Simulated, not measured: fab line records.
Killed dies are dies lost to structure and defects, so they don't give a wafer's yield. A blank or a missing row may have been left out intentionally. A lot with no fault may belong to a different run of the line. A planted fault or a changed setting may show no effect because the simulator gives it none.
Which tool was responsible?	flow nandHarc	36 wafers from 12 lots sampled at 2 of the route's 1302 steps

## WHAT THE GAUGES SHOWED, per wafer
NHARC_P_M0_THK_MEAS_24: measures by xrf.
lot	measured	on	thkNm (nm)
L075	day 6 13:25	filmMetro-02	116.3 115.9 116.8
L077	day 7 14:22	filmMetro-02	115.0 114.3 116.1
L078	day 8 02:31	filmMetro-02	118.3 119.0 120.1
L081	day 9 07:31	filmMetro-01	117.0 116.0 117.0
L083	day 9 21:11	filmMetro-01	119.3 117.4 117.4
L085	day 10 22:05	filmMetro-01	117.8 117.1 117.1
L087	day 11 16:13	filmMetro-02	117.2 115.1 118.5
L089	day 12 04:49	filmMetro-02	119.6 117.3 120.9
L091	day 13 07:12	filmMetro-01	118.7 117.9 120.0
L093	day 13 23:48	filmMetro-01	117.8 116.7 117.9
L096	day 15 01:49	filmMetro-02	118.1 119.3 118.0
L097	day 15 14:31	filmMetro-02	117.6 117.7 117.0

## EACH LOT AND THE TOOL THAT RAN IT (in order: tool; ch and the chambers of the sampled wafers; start)
lot	NHARC_P_M0_ANNEAL_30
L075	rtpAnneal-02 ch 0, day 6 12:55
L077	rtpAnneal-02 ch 0, day 7 13:43
L078	rtpAnneal-02 ch 0, day 8 01:57
L081	rtpAnneal-02 ch 0, day 9 06:50
L083	rtpAnneal-01 ch 0, day 9 20:37
L085	rtpAnneal-01 ch 0, day 10 21:32
L087	rtpAnneal-01 ch 0, day 11 15:33
L089	rtpAnneal-02 ch 0, day 12 04:10
L091	rtpAnneal-01 ch 0, day 13 06:32
L093	rtpAnneal-02 ch 0, day 13 23:17
L096	rtpAnneal-02 ch 0, day 15 01:08
L097	rtpAnneal-02 ch 0, day 15 13:57
- NHARC_P_M0_ANNEAL_30: time 90 s.

## THE ANSWER, worked out from the rows above alone
Rule: what is usual is taken from the lots themselves. The widest of any qualifying gaps counts: lots, ordered by their means at a reading, are off when they make up no more than a third of the lots, leave a main group of 4 or more, and stand apart from it by 3 or more times the standard deviation of that group's means. If all means in a main group match to the digits the tables above print for the reading, that group is not used. A lot without any number at a reading at which 4 lots or more have one is off too. Where the step has rows for the other lots, those lots are counted as sound.
No lot is off on any of the readings shown, so nothing can be concluded from this.

## WHAT THE SIMULATOR HAD INSERTED
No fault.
